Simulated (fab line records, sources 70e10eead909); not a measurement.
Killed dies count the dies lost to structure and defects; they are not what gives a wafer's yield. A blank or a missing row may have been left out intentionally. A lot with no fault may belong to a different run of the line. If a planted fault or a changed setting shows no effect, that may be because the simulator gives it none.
Matching of chambers || flow nand_harc || 4 sister chambers for NHARC_P_CONTACT_CMP_01 on cmp-02
The step polishes SiO2, target thk 200 nm. 4 wafers are shown with their chamber, then 7 later ones without.

== WAFERS WITH THEIR CHAMBER ==
{"wafer": "L080.5", "chamber": 2, "slurry_filter_dp_kPa (kPa)": 13.69}
{"wafer": "L092.2", "chamber": 0, "slurry_filter_dp_kPa (kPa)": 13.36}
{"wafer": "L093.4", "chamber": 3, "slurry_filter_dp_kPa (kPa)": 13.48}
{"wafer": "L093.5", "chamber": 1, "slurry_filter_dp_kPa (kPa)": 13.51}

== WAFERS WITHOUT THEIR CHAMBER ==
{"wafer": "L093.6", "slurry_filter_dp_kPa (kPa)": 13.54}
{"wafer": "L094.2", "slurry_filter_dp_kPa (kPa)": 13.33}
{"wafer": "L094.5", "slurry_filter_dp_kPa (kPa)": 13.68}
{"wafer": "L094.6", "slurry_filter_dp_kPa (kPa)": 13.75}
{"wafer": "L096.1", "slurry_filter_dp_kPa (kPa)": 13.64}
{"wafer": "L096.2", "slurry_filter_dp_kPa (kPa)": 13.58}
{"wafer": "L096.5", "slurry_filter_dp_kPa (kPa)": 13.58}

== THE CHAMBER EACH PASSED THROUGH ==
{"wafer": "L093.6", "from the rows above": "can't be placed: 1 or 3", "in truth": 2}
{"wafer": "L094.2", "from the rows above": 0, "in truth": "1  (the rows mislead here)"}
{"wafer": "L094.5", "from the rows above": 2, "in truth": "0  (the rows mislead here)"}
{"wafer": "L094.6", "from the rows above": 2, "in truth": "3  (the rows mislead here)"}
{"wafer": "L096.1", "from the rows above": "can't be placed: 2 or 1", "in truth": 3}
{"wafer": "L096.2", "from the rows above": "can't be placed: 1 or 3 or 2", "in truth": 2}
{"wafer": "L096.5", "from the rows above": "can't be placed: 1 or 3 or 2", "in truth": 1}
Correctly placed: 0 of 7. Not placeable from these rows: 4 (in 2, the candidates include the true chamber). 3 placed wrongly.
How it was worked out, from the rows above alone: a wafer's distance from a chamber is the root of the sum, over the readings, of the square of ((its reading less the chamber's mean) divided by the reading's scatter). The wafer belongs to the nearest chamber; if the next one is less than 2 further off, it can't be placed. The mean given for a chamber averages the wafers shown for that chamber. The scatter: root of mean squared gap, hidden wafer to nearest shown wafer, with one shown wafer a chamber.
